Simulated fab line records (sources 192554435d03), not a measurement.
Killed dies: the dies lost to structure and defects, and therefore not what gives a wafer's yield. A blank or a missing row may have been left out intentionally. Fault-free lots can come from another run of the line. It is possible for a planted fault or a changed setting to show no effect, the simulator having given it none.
Matching of chambers || flow n5 finfet || 3 sister chambers for N5_FIN_SAQP_PECVD_47 on pecvd-02
The step deposits a-Si from SiH4/He, target thk 45 nm, time 36.3 s. 3 wafers are shown with their chamber, then 8 later ones without.

WAFERS WITH THEIR CHAMBER
{"wafer": "L086.4", "chamber": 1, "throttle valve pct (%)": 18.5}
{"wafer": "L086.5", "chamber": 0, "throttle valve pct (%)": 17.4}
{"wafer": "L090.2", "chamber": 2, "throttle valve pct (%)": 16.9}

WAFERS WITHOUT THEIR CHAMBER
{"wafer": "L090.3", "throttle valve pct (%)": 18.5}
{"wafer": "L090.4", "throttle valve pct (%)": 18.5}
{"wafer": "L093.1", "throttle valve pct (%)": 17.9}
{"wafer": "L093.4", "throttle valve pct (%)": 18.9}
{"wafer": "L093.5", "throttle valve pct (%)": 17.5}
{"wafer": "L097.1", "throttle valve pct (%)": 17.4}
{"wafer": "L097.2", "throttle valve pct (%)": 18.4}
{"wafer": "L097.3", "throttle valve pct (%)": 17.1}

THE CHAMBER EACH PASSED THROUGH
{"wafer": "L090.3", "from the rows above": 1, "in truth": 1}
{"wafer": "L090.4", "from the rows above": 1, "in truth": 1}
{"wafer": "L093.1", "from the rows above": "can't be placed: 0 or 1", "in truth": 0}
{"wafer": "L093.4", "from the rows above": 1, "in truth": 1}
{"wafer": "L093.5", "from the rows above": 0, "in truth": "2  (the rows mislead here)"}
{"wafer": "L097.1", "from the rows above": 0, "in truth": 0}
{"wafer": "L097.2", "from the rows above": 1, "in truth": 1}
{"wafer": "L097.3", "from the rows above": "can't be placed: 2 or 0", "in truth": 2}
Placed correctly: 5 of 8. From these rows, 2 cannot be placed; in 2 the true chamber is one of the candidates. Number placed wrongly: 1.
How it was worked out, from the rows above alone: a wafer's distance from a chamber is the root of the sum, over the readings, of the square of ((its reading less the chamber's mean) divided by the reading's scatter). The wafer belongs to the nearest chamber; if the next one is less than 2 further off, it can't be placed. The mean given for a chamber averages the wafers shown for that chamber. The scatter: with one shown wafer a chamber, the root of the mean of the squares of how far each hidden wafer lies from its nearest shown one.
